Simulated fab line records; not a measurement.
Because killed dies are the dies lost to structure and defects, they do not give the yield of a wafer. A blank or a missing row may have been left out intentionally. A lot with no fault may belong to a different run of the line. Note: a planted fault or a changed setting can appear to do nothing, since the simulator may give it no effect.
fab line records	flow n5-finfet
record lots=7	wafers=21
route steps=1938 shown PMOS_HMC_CHANNEL_EPI@63 FIN_SAQP@125 DUMMY_GATE@221 SD_EPI_N@268
start-h: hours from the record's opening day to when the first of the lot's shown wafers began	wait-h: hours since the lot's step before	" repeats the value in the row above	L1.1+2: one row covering several wafers at once	- no value present, or no start provided	* or withheld: withheld	< > ~ a bound
route shown NAME@n: names a module that has steps shown in the file, with the first one's number in the route	usual: mean/standard deviation of fault-free wafers	same: alike in all rows	chamber/n: place in a boat	sites: readings site by site	_std_site: how widely they spread, as a standard deviation	_edge_site: outer sites' mean less inner sites'	radius-mm: for every site, how far away it sits from the centre of the wafer	mask NAME#n: copy n	behind: the last tool/chamber to shape the wafer	hold: the reason the lot was held/the length of the hold in hours/how it ended	device: whichever transistor did not switch (one of n, p or np)	end of line: the route-end tests of the same wafers	a step given without rows: its recipe and nothing more	killed: dies lost to structure and defects at the first sort, not the wafer's yield	map: dies across one wafer; x = killed, . = not, _ = none there
set.NAME: the setting as run; set.NAME@STEP: as run at that earlier step	model.NAME: the simulator's own value behind a step, which no gauge read
one table per step and one row per wafer, for lots whose settings were changed on purpose
## steps
# step N5_PMOS_HMC_CHANNEL_EPI_PEB_07
# recipe peb-temp-c=110	peb-time-s=60	resist=CAR-ArF-block
lot.wafer	tool	chamber	start-h	wait-h	set.peb-time-s
L076.2	litho-track-02	0	28.95	0.0	60
L076.4+5	"	0	"	"	49.69
L085.1+2+4	litho-track-05	0	83.36	0.1	60
L086.1	litho-track-05	0	88.96	0.1	60
L086.5+6	"	0	"	"	73.29
L087.1+6	litho-track-05	0	95.15	0.1	51.53
L087.4	"	0	"	"	60
L091.2+4	litho-track-03	0	119.00	0.0	66.53
L091.3	"	0	"	"	60
L095.1	litho-track-02	0	143.02	0.1	60
L095.3+4	"	0	"	"	52.24
L096.2+3+5	litho-track-03	0	148.83	0.0	60
# step N5_PMOS_HMC_CHANNEL_EPI_DEVELOP_08
# recipe develop-time-s=30	developer=TMAH	resist=CAR-ArF-block	dev-temp-c=23	rinse-liquid=diw	dry=air-spin
# step N5_PMOS_HMC_CHANNEL_EPI_CD_MEAS_09
# recipe target-cd-nm=237.4	landing-energy-ev=500	detector=se-inlens
# usual cd-nm=238.3/1
lot.wafer	tool	chamber	start-h	wait-h	set.peb-time-s@PMOS_HMC_CHANNEL_EPI_PEB_07	cd-nm
L076.2	cd-sem-03	0	29.02	-	60	237.9
L076.4	"	0	"	"	49.69	230.5
L076.5	"	0	"	"	49.69	229.7
L085.1	cd-sem-01	0	83.43	-	60	239.4
L085.2	"	0	"	"	60	238.5
L085.4	"	0	"	"	60	237.2
L086.1	cd-sem-03	0	89.03	-	60	239.3
L086.5	"	0	"	"	73.29	246.6
L086.6	"	0	"	"	73.29	246.2
L087.1	cd-sem-03	0	95.22	-	51.53	232.9
L087.4	"	0	"	"	60	237.8
L087.6	"	0	"	"	51.53	231.4
L091.2	cd-sem-01	0	119.07	-	66.53	242.5
L091.3	"	0	"	"	60	238.9
L091.4	"	0	"	"	66.53	242.3
L095.1	cd-sem-01	0	143.09	-	60	237.7
L095.3	"	0	"	"	52.24	231.2
L095.4	"	0	"	"	52.24	232.5
L096.2	cd-sem-01	0	148.90	-	60	235.6
L096.3	"	0	"	"	60	237.2
L096.5	"	0	"	"	60	236.4
# step N5_PMOS_HMC_CHANNEL_EPI_DESCUM_14
# recipe chemistry=O2	time-s=7.9	source-power-w=50	bias-power-w=20	pressure-mtorr=20	rf-frequency-hz=2.712e+07	temp-c=40	resist=CAR-ArF-block	o2-flow-sccm=225
lot.wafer	tool	chamber	start-h	wait-h	set.peb-time-s@PMOS_HMC_CHANNEL_EPI_PEB_07	model.PMOS_HMC_CHANNEL_EPI.cd-nm
L076.2	rie-diel-06	1	29.10	0.0	60	238.2
L076.4	"	3	"	"	49.69	230.5
L076.5	"	1	"	"	49.69	230.3
L085.1	rie-diel-05	2	83.52	0.0	60	238.9
L085.2	"	1	"	"	60	238.5
L085.4	"	0	"	"	60	237.5
L086.1	rie-diel-03	0	89.12	0.0	60	239.4
L086.5	"	2	"	"	73.29	246.7
L086.6	"	3	"	"	73.29	246.5
L087.1	rie-diel-03	3	95.62	0.3	51.53	233.1
L087.4	"	1	"	"	60	237.3
L087.6	"	2	"	"	51.53	231.3
L091.2	rie-diel-05	2	119.25	0.1	66.53	242.5
L091.3	"	1	"	"	60	238.9
L091.4	"	1	"	"	66.53	242.6
L095.1	rie-diel-03	2	143.18	0.0	60	237.7
L095.3	"	3	"	"	52.24	231.9
L095.4	"	3	"	"	52.24	232.8
L096.2	rie-diel-06	0	149.20	0.2	60	235.6
L096.3	"	3	"	"	60	237.4
L096.5	"	1	"	"	60	236.7
# step N5_PMOS_HMC_CHANNEL_EPI_ETCH_32
# recipe chemistry=N2/H2	target=BARC	stop-on=SiO2	target-depth-a=858	over-etch-frac=0.3	time-s=50.3	ion-energy-ev=200	mask-material=CAR-ArF-block	pressure-mtorr=30	source-w=840	bias-w=150	n2-flow-sccm=200	h2-flow-sccm=200
lot.wafer	tool	chamber	start-h	wait-h	set.peb-time-s@PMOS_HMC_CHANNEL_EPI_PEB_07	model.PMOS_HMC_CHANNEL_EPI.cd-nm
L076.2	rie-diel-06	1	29.14	0.0	60	240.5
L076.4	"	3	"	"	49.69	234.4
L076.5	"	1	"	"	49.69	232.4
L085.1	rie-diel-05	2	83.55	0.0	60	240.4
L085.2	"	1	"	"	60	240.3
L085.4	"	0	"	"	60	238.9
L086.1	rie-diel-03	0	89.15	0.0	60	241.6
L086.5	"	2	"	"	73.29	251.2
L086.6	"	3	"	"	73.29	248.2
L087.1	rie-diel-03	3	95.66	0.0	51.53	234.6
L087.4	"	1	"	"	60	240.9
L087.6	"	2	"	"	51.53	235.5
L091.2	rie-diel-05	2	119.28	0.0	66.53	244.4
L091.3	"	1	"	"	60	241.2
L091.4	"	1	"	"	66.53	244.7
L095.1	rie-diel-03	2	143.21	0.0	60	240.7
L095.3	"	3	"	"	52.24	233.9
L095.4	"	3	"	"	52.24	235.2
L096.2	rie-diel-06	0	149.23	0.0	60	237.6
L096.3	"	3	"	"	60	241.4
L096.5	"	1	"	"	60	238.8
# step N5_PMOS_HMC_CHANNEL_EPI_HM_OPEN_15
# recipe chemistry=CHF3/O2	target=SiO2	mask-material=CAR-ArF-block	target-depth-a=406	CHF3_flow_sccm=50	O2_flow_sccm=5	Ar_flow_sccm=200	time-s=20.3	pressure-mtorr=30	source-w=650	bias-w=170	ion-energy-ev=200
lot.wafer	tool	chamber	start-h	wait-h	set.peb-time-s@PMOS_HMC_CHANNEL_EPI_PEB_07	model.PMOS_HMC_CHANNEL_EPI.cd-nm
L076.2	rie-diel-06	1	29.18	0.0	60	240.5
L076.4	"	3	"	"	49.69	234.3
L076.5	"	1	"	"	49.69	232.4
L085.1	rie-diel-05	2	83.60	0.0	60	240.4
L085.2	"	1	"	"	60	240.6
L085.4	"	0	"	"	60	238.9
L086.1	rie-diel-03	0	89.20	0.0	60	241.4
L086.5	"	2	"	"	73.29	251.3
L086.6	"	3	"	"	73.29	248.2
L087.1	rie-diel-03	3	95.70	0.0	51.53	234.6
L087.4	"	1	"	"	60	240.7
L087.6	"	2	"	"	51.53	235.7
L091.2	rie-diel-05	2	119.32	0.0	66.53	244.4
L091.3	"	1	"	"	60	241.3
L091.4	"	1	"	"	66.53	244.8
L095.1	rie-diel-03	2	143.26	0.0	60	240.7
L095.3	"	3	"	"	52.24	233.9
L095.4	"	3	"	"	52.24	235.1
L096.2	rie-diel-06	0	149.27	0.0	60	237.5
L096.3	"	3	"	"	60	241.3
L096.5	"	1	"	"	60	238.7
# step N5_FIN_SAQP_SPACER1_ALD_24
# recipe material=SiO2	target-thk-a=203	temp-c=300	ald-precursor-family=BDEAS	ald-co-reactant=O2-plasma	pulse-time-s=1	purge-time-s=2	co-reactant-purge-time-s=2	ald-cycles=218	pressure-torr=2
lot.wafer	tool	chamber	start-h	wait-h	set.ald-cycles	model.SiO2_of_FIN_SAQP_SPACER1_ALD_24.thk-nm
L076.2+4	ald-sin-04	0,2	36.46	0.7	201	18.8
L076.5	"	1	"	"	218	20.2
L085.1	ald-sin-01	3	90.35	0.3	218	20.2
L085.2+4	"	0,1	"	"	218	20.4
L086.1+5	ald-sin-01	3	95.22	0.4	218	20.2
L086.6	"	0	"	"	218	20.4
L087.1+4	ald-sin-03	3,0	102.35	0.3	232	21.6
L087.6	"	1	"	"	218	20.2
L091.2	ald-sin-03	2	125.30	0.3	218	20.4
L091.3	"	3	"	"	218	20
L091.4	"	1	"	"	218	20.2
L095.1	ald-sin-03	0	150.72	0.3	251	23.6
L095.3	"	2	"	"	251	23.4
L095.4	"	1	"	"	218	20.6
L096.2+5	ald-sin-01	1,0	155.23	0.3	218	20.4
L096.3	"	0	"	"	208	19.4
# step N5_FIN_SAQP_SPACER1_ETCHBACK_25
# recipe chemistry=CHF3/O2	mode=anisotropic-etchback	target=SiO2	target-depth-a=244	time-s=12.2	pressure-mtorr=30	source-w=650	bias-w=170	Ar_flow_sccm=200	CHF3_flow_sccm=50	O2_flow_sccm=5	ion-energy-ev=200
# step N5_FIN_SAQP_MANDREL1_REMOVE_56
# recipe chemistry=HBr/Cl2/O2	bt-time-s=10	target=a-Si	stop-on=SiNx	endpoint=OES-SiCl	over-etch-frac=1	icp-w=600	bias-w=22	HBr_flow_sccm=150	Cl2_flow_sccm=80	O2_flow_sccm=5	pressure-mtorr=10
lot.wafer	tool	chamber	start-h	wait-h	set.ald-cycles@FIN_SAQP_SPACER1_ALD_24	model.FIN_SAQP.cd-nm
L076.2	rie-si-02	1	37.27	0.1	201	18.6
L076.4	"	0	"	"	201	18.8
L076.5	"	2	"	"	218	19.8
L085.1	rie-si-06	2	91.16	0.1	218	20.2
L085.2+4	"	0	"	"	218	20.4
L086.1	rie-si-02	2	96.23	0.1	218	19.8
L086.5	"	1	"	"	218	20
L086.6	"	2	"	"	218	20.2
L087.1	rie-si-02	3	103.31	0.1	232	21.4
L087.4	"	0	"	"	232	21.6
L087.6	"	2	"	"	218	19.8
L091.2+4	rie-si-02	2,1	126.11	0.1	218	20.2
L091.3	"	0	"	"	218	20
L095.1+3	rie-si-02	1,3	151.56	0.1	251	23.4
L095.4	"	0	"	"	218	20.6
L096.2	rie-si-04	0	156.05	0.1	218	20.4
L096.3	"	3	"	"	208	19.6
L096.5	"	1	"	"	218	20.2
# step N5_FIN_SAQP_CD_MEAS_27
# recipe target-cd-nm=20	landing-energy-ev=1000	detector=se-inlens	polarity=line
# usual cd-nm=20.23/0.26
lot.wafer	tool	chamber	start-h	wait-h	set.ald-cycles@FIN_SAQP_SPACER1_ALD_24	cd-nm
L076.2	cd-sem-02	0	37.38	0.1	201	18.60
L076.4	"	0	"	"	201	18.65
L076.5	"	0	"	"	218	20.12
L085.1	cd-sem-03	0	91.26	0.1	218	20.19
L085.2	"	0	"	"	218	20.71
L085.4	"	0	"	"	218	19.72
L086.1	cd-sem-01	0	96.34	0.1	218	19.60
L086.5	"	0	"	"	218	20.13
L086.6	"	0	"	"	218	20.28
L087.1	cd-sem-03	0	103.42	0.1	232	22.05
L087.4	"	0	"	"	232	21.52
L087.6	"	0	"	"	218	19.61
L091.2	cd-sem-01	0	126.22	0.1	218	20.19
L091.3	"	0	"	"	218	19.86
L091.4	"	0	"	"	218	20.32
L095.1	cd-sem-02	0	151.68	0.1	251	23.63
L095.3	"	0	"	"	251	23.31
L095.4	"	0	"	"	218	20.38
L096.2	cd-sem-02	0	156.17	0.1	218	20.18
L096.3	"	0	"	"	208	19.39
L096.5	"	0	"	"	218	20.29
# step N5_DUMMY_GATE_PECVD_30
# recipe material=SiO2	target-thk-a=550	temp-c=400	precursor=TEOS/O2	pressure-torr=6.5	rf-w=withheld	teos-flow-sccm=withheld	gas=O2	flow-sccm=2650	time-s=10.8
lot.wafer	tool	chamber	start-h	wait-h	set.time-s	model.SiO2_of_DUMMY_GATE_PECVD_30.thk-nm
L076.2	pecvd-02	1	58.65	0.0	10.8	54.8
L076.4	"	2	"	"	10.8	55
L076.5	"	0	"	"	10.8	55.6
L085.1	pecvd-02	0	111.80	0.0	10.8	55
L085.2	"	1	"	"	10.8	54.8
L085.4	"	0	"	"	10.8	56
L086.1	pecvd-03	0	117.67	0.0	11.76	58.6
L086.5	"	1	"	"	11.76	60.4
L086.6	"	0	"	"	10.8	55
L087.1	pecvd-02	0	124.92	0.0	10.8	56
L087.4	"	0	"	"	9.4	48.6
L087.6	"	2	"	"	9.4	50.2
L091.2	pecvd-01	0	146.86	0.0	10.8	55.2
L091.3	"	2	"	"	11.66	59.4
L091.4	"	2	"	"	11.66	59.6
L095.1	pecvd-03	0	174.61	0.0	10.8	54.6
L095.3	"	1	"	"	9.192	46.8
L095.4	"	2	"	"	10.8	54.8
L096.2	pecvd-02	2	176.92	0.0	10.8	56.2
L096.3	"	0	"	"	12	61
L096.5	"	0	"	"	10.8	56.4
# step N5_DUMMY_GATE_COAT_34
# recipe resist=SOC	temp-c=250	time-s=60	spin-rpm=1500	resist-thk-nm=60
# step N5_DUMMY_GATE_COAT_35
# recipe resist=SiARC	temp-c=220	time-s=60	spin-rpm=1500	resist-thk-nm=10
# step N5_DUMMY_GATE_STRIP_41
# recipe chemistry=O2	power-w=400	temp-c=40	pressure-mtorr=30	rf-frequency-hz=6e+07	bias-power-w=0	overash-fraction=0.3	o2-flow-sccm=225
# step N5_DUMMY_GATE_HM_OPEN_21
# recipe chemistry=CH3F/O2	target=SiNx	target-depth-a=1200	Ar_flow_sccm=150	CH3F_flow_sccm=30	O2_flow_sccm=23	time-s=171.4	pressure-mtorr=30	source-w=395	bias-w=73	ion-energy-ev=120.7
# step N5_DUMMY_GATE_ETCH_32
# recipe chemistry=CF4	target=SiO2	target-depth-a=35	time-s=3.9	ion-energy-ev=350	pressure-mtorr=10	icp-w=800	bias-w=400	cf4-flow-sccm=80
lot.wafer	tool	chamber	start-h	wait-h	set.time-s@DUMMY_GATE_PECVD_30	model.SiO2_of_DUMMY_GATE_PECVD_30.thk-nm
L076.2	rie-si-01	0	60.11	0.1	10.8	42
L076.4	"	0	"	"	10.8	41.4
L076.5	"	1	"	"	10.8	42.2
L085.1	rie-si-01	2	113.25	0.1	10.8	41.2
L085.2	"	1	"	"	10.8	41.6
L085.4	"	0	"	"	10.8	42.2
L086.1	rie-si-03	1	118.79	0.1	11.76	45.8
L086.5	"	3	"	"	11.76	46.8
L086.6	"	0	"	"	10.8	42
L087.1	rie-si-01	2	126.04	0.1	10.8	42.6
L087.4	"	1	"	"	9.4	35.4
L087.6	"	3	"	"	9.4	36.6
L091.2	rie-si-05	2	147.99	0.1	10.8	42
L091.3	"	1	"	"	11.66	46
L091.4	"	0	"	"	11.66	46.2
L095.1+4	rie-si-05	0,2	175.74	0.1	10.8	41.4
L095.3	"	1	"	"	9.192	33
L096.2	rie-si-01	2	178.18	0.1	10.8	42.8
L096.3	"	0	"	"	12	47.4
L096.5	"	0	"	"	10.8	42.6
# step N5_DUMMY_GATE_ETCH_23
# recipe chemistry=HBr/Cl2/O2	HBr_flow_sccm=150	Cl2_flow_sccm=80	O2_flow_sccm=12	bias-w=102	target-depth-a=410	time-s=22.3	target=poly-Si	mask-material=SiO2	pressure-mtorr=10	icp-w=800
# step N5_DUMMY_GATE_ETCH_44
# recipe chemistry=HBr/O2	over-etch-frac=0.7	target-depth-a=1275	stop-on=SiO2	ion-energy-ev=60	bias-w=20	target=poly-Si	mask-material=SiO2	pressure-mtorr=20	icp-w=400	HBr_flow_sccm=120	O2_flow_sccm=10
lot.wafer	tool	chamber	start-h	wait-h	set.time-s@DUMMY_GATE_PECVD_30	model.SiO2_of_DUMMY_GATE_PECVD_30.thk-nm
L076.2	rie-si-01	0	60.20	0.0	10.8	38.4
L076.4	"	0	"	"	10.8	38
L076.5	"	1	"	"	10.8	38.6
L085.1	rie-si-01	2	113.34	0.0	10.8	37.8
L085.2	"	1	"	"	10.8	38
L085.4	"	0	"	"	10.8	38.6
L086.1	rie-si-03	1	118.88	0.0	11.76	42.4
L086.5	"	3	"	"	11.76	43.4
L086.6	"	0	"	"	10.8	38.4
L087.1	rie-si-01	2	126.13	0.0	10.8	39.4
L087.4	"	1	"	"	9.4	32
L087.6	"	3	"	"	9.4	32.8
L091.2	rie-si-05	2	148.08	0.0	10.8	38.4
L091.3	"	1	"	"	11.66	42.4
L091.4	"	0	"	"	11.66	42.8
L095.1	rie-si-05	0	175.83	0.0	10.8	38
L095.3	"	1	"	"	9.192	29.6
L095.4	"	2	"	"	10.8	37.8
L096.2	rie-si-01	2	178.27	0.0	10.8	39.4
L096.3	"	0	"	"	12	43.8
L096.5	"	0	"	"	10.8	39.2
# step N5_SD_EPI_N_PEB_07
# recipe peb-temp-c=110	peb-time-s=60	resist=CAR-ArF-block
lot.wafer	tool	chamber	start-h	wait-h	set.peb-temp-c
L076.2	litho-track-04	0	62.29	0.0	110
L076.4+5	"	0	"	"	111.3
L085.1+2+4	litho-track-04	0	114.94	0.1	110
L086.1+6	litho-track-04	0	120.22	0.1	107.6
L086.5	"	0	"	"	110
L087.1+6	litho-track-02	0	127.86	0.1	111.8
L087.4	"	0	"	"	110
L091.2+3+4	litho-track-01	0	149.29	0.0	110
L095.1+3	litho-track-01	0	177.19	0.1	110
L095.4	"	0	"	"	107.6
L096.2	litho-track-01	0	179.64	0.0	110
L096.3+5	"	0	"	"	108.5
# step N5_SD_EPI_N_DEVELOP_08
# recipe develop-time-s=30	developer=TMAH	resist=CAR-ArF-block	dev-temp-c=23	rinse-liquid=diw	dry=air-spin
# step N5_SD_EPI_N_CD_MEAS_09
# recipe target-cd-nm=120	landing-energy-ev=500	detector=se-inlens
# usual cd-nm=120.0/0.76
lot.wafer	tool	chamber	start-h	wait-h	set.peb-temp-c@SD_EPI_N_PEB_07	cd-nm
L076.2	cd-sem-03	0	62.36	-	110	120.2
L076.4	"	0	"	"	111.3	123.9
L076.5	"	0	"	"	111.3	123.1
L085.1	cd-sem-03	0	115.01	-	110	119.8
L085.2	"	0	"	"	110	119.2
L085.4	"	0	"	"	110	119.0
L086.1	cd-sem-02	0	120.29	-	107.6	113.4
L086.5	"	0	"	"	110	121.0
L086.6	"	0	"	"	107.6	114.0
L087.1	cd-sem-02	0	127.93	-	111.8	125.6
L087.4	"	0	"	"	110	119.1
L087.6	"	0	"	"	111.8	123.9
L091.2	cd-sem-02	0	149.36	-	110	119.2
L091.3	"	0	"	"	110	119.5
L091.4	"	0	"	"	110	119.7
L095.1	cd-sem-02	0	177.25	-	110	119.7
L095.3	"	0	"	"	110	119.8
L095.4	"	0	"	"	107.6	113.5
L096.2	cd-sem-01	0	179.71	-	110	120.9
L096.3	"	0	"	"	108.5	115.7
L096.5	"	0	"	"	108.5	117.3
# step N5_SD_EPI_N_DESCUM_14
# recipe chemistry=O2	time-s=7.9	source-power-w=50	bias-power-w=20	pressure-mtorr=20	rf-frequency-hz=2.712e+07	temp-c=40	resist=CAR-ArF-block	o2-flow-sccm=225
lot.wafer	tool	chamber	start-h	wait-h	set.peb-temp-c@SD_EPI_N_PEB_07	model.SD_EPI_N.cd-nm
L076.2	rie-diel-04	2	62.82	0.4	110	120
L076.4	"	1	"	"	111.3	124.2
L076.5	"	1	"	"	111.3	123.4
L085.1	rie-diel-04	0	115.48	0.4	110	120.2
L085.2	"	1	"	"	110	119.8
L085.4	"	0	"	"	110	119
L086.1	rie-diel-01	1	120.38	0.0	107.6	113.6
L086.5	"	2	"	"	110	120.6
L086.6	"	1	"	"	107.6	113.8
L087.1	rie-diel-04	1	128.02	0.0	111.8	125.8
L087.4	"	2	"	"	110	118.8
L087.6	"	1	"	"	111.8	123.8
L091.2	rie-diel-02	2	149.59	0.2	110	119.2
L091.3	"	1	"	"	110	119.4
L091.4	"	0	"	"	110	120
L095.1+3	rie-diel-04	1,3	177.34	0.0	110	119.6
L095.4	"	2	"	"	107.6	113.8
L096.2	rie-diel-02	1	179.80	0.0	110	120.6
L096.3	"	0	"	"	108.5	116.2
L096.5	"	0	"	"	108.5	116.6
# step N5_SD_EPI_N_ETCH_34
# recipe chemistry=CF4	target=SiARC	target-depth-a=455	mask-material=CAR-ArF-block	time-s=75.8	ion-energy-ev=80	pressure-mtorr=40	source-w=545	bias-w=36	Ar_flow_sccm=100	cf4-flow-sccm=100	ends=cleared
lot.wafer	tool	chamber	start-h	wait-h	set.peb-temp-c@SD_EPI_N_PEB_07	model.SD_EPI_N.cd-nm
L076.2	rie-diel-04	2	62.85	0.0	110	120.2
L076.4	"	1	"	"	111.3	124.4
L076.5	"	1	"	"	111.3	123.6
L085.1	rie-diel-04	0	115.52	0.0	110	120.4
L085.2	"	1	"	"	110	119.8
L085.4	"	0	"	"	110	119.4
L086.1	rie-diel-01	1	120.41	0.0	107.6	113.4
L086.5	"	2	"	"	110	120.4
L086.6	"	1	"	"	107.6	113.6
L087.1	rie-diel-04	1	128.05	0.0	111.8	125.8
L087.4	"	2	"	"	110	119.2
L087.6	"	1	"	"	111.8	124
L091.2+3	rie-diel-02	2,1	149.62	0.0	110	119.2
L091.4	"	0	"	"	110	119.8
L095.1	rie-diel-04	1	177.38	0.0	110	120.2
L095.3	"	3	"	"	110	119.6
L095.4	"	2	"	"	107.6	114
L096.2	rie-diel-02	1	179.83	0.0	110	120.2
L096.3	"	0	"	"	108.5	116
L096.5	"	0	"	"	108.5	116.6
# step N5_SD_EPI_N_EPI_21
# recipe material=Si:P	dopant=P	temp-c=680	pressure-torr=255	time-s=690
lot.wafer	tool	chamber	start-h	wait-h	set.temp-c	model.Si-P_of_SD_EPI_N_EPI_21.thk-nm
L076.2	epi-rpcvd-01	0	64.82	0.4	681.4	59.8
L076.4	"	0	"	"	680	58.8
L076.5	"	0	"	"	681.4	59.4
L085.1	epi-rpcvd-03	0	117.21	0.1	680	59
L085.2	"	0	"	"	680	59.8
L085.4	"	0	"	"	680	59.2
L086.1	epi-rpcvd-01	0	122.07	0.1	680	58.2
L086.5	"	0	123.19	1.1	680	59.4
L086.6	"	0	"	"	678	56.8
L087.1	epi-rpcvd-03	0	129.69	0.1	684.1	62.8
L087.4+6	"	0	"	"	684.1	63
L091.2	epi-rpcvd-01	0	151.54	0.4	680	58.8
L091.3+4	"	0	"	"	680	58.6
L095.1	epi-rpcvd-04	0	179.46	0.3	680	58.6
L095.3+4	"	0	"	"	680	58.2
L096.2	epi-rpcvd-03	0	181.75	0.4	675.7	54.4
L096.3	"	0	"	"	680	58.6
L096.5	"	0	"	"	680	59.2
## key
split step=N5_PMOS_HMC_CHANNEL_EPI_PEB_07	setting=peb-time-s	stated=60	by=wafer
response step=N5_PMOS_HMC_CHANNEL_EPI_CD_MEAS_09	reading=cd-nm	change=+0.382	per=1%	r=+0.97
response step=N5_PMOS_HMC_CHANNEL_EPI_DESCUM_14	reading=model.PMOS_HMC_CHANNEL_EPI.cd-nm	change=+0.375	per=1%	r=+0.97
response step=N5_PMOS_HMC_CHANNEL_EPI_ETCH_32	reading=model.PMOS_HMC_CHANNEL_EPI.cd-nm	change=+0.394	per=1%	r=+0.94
response step=N5_PMOS_HMC_CHANNEL_EPI_HM_OPEN_15	reading=model.PMOS_HMC_CHANNEL_EPI.cd-nm	change=+0.395	per=1%	r=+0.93
split step=N5_FIN_SAQP_SPACER1_ALD_24	setting=ald-cycles	stated=218	by=wafer
response step=N5_FIN_SAQP_SPACER1_ALD_24	reading=model.SiO2_of_FIN_SAQP_SPACER1_ALD_24.thk-nm	change=+0.194	per=1%	r=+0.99
response step=N5_FIN_SAQP_MANDREL1_REMOVE_56	reading=model.FIN_SAQP.cd-nm	change=+0.185	per=1%	r=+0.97
response step=N5_FIN_SAQP_CD_MEAS_27	reading=cd-nm	change=+0.216	per=1%	r=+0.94
split step=N5_DUMMY_GATE_PECVD_30	setting=time-s	stated=10.8	by=wafer
response step=N5_DUMMY_GATE_PECVD_30	reading=model.SiO2_of_DUMMY_GATE_PECVD_30.thk-nm	change=+0.503	per=1%	r=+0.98
response step=N5_DUMMY_GATE_ETCH_32	reading=model.SiO2_of_DUMMY_GATE_PECVD_30.thk-nm	change=+0.509	per=1%	r=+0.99
response step=N5_DUMMY_GATE_ETCH_44	reading=model.SiO2_of_DUMMY_GATE_PECVD_30.thk-nm	change=+0.515	per=1%	r=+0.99
split step=N5_SD_EPI_N_PEB_07	setting=peb-temp-c	stated=110	by=wafer
response step=N5_SD_EPI_N_CD_MEAS_09	reading=cd-nm	change=+3.16	per=1%	r=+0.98
response step=N5_SD_EPI_N_DESCUM_14	reading=model.SD_EPI_N.cd-nm	change=+3.09	per=1%	r=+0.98
response step=N5_SD_EPI_N_ETCH_34	reading=model.SD_EPI_N.cd-nm	change=+3.05	per=1%	r=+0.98
split step=N5_SD_EPI_N_EPI_21	setting=temp-c	stated=680	by=wafer
response step=N5_SD_EPI_N_EPI_21	reading=model.Si-P_of_SD_EPI_N_EPI_21.thk-nm	change=+6.81	per=1%	r=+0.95
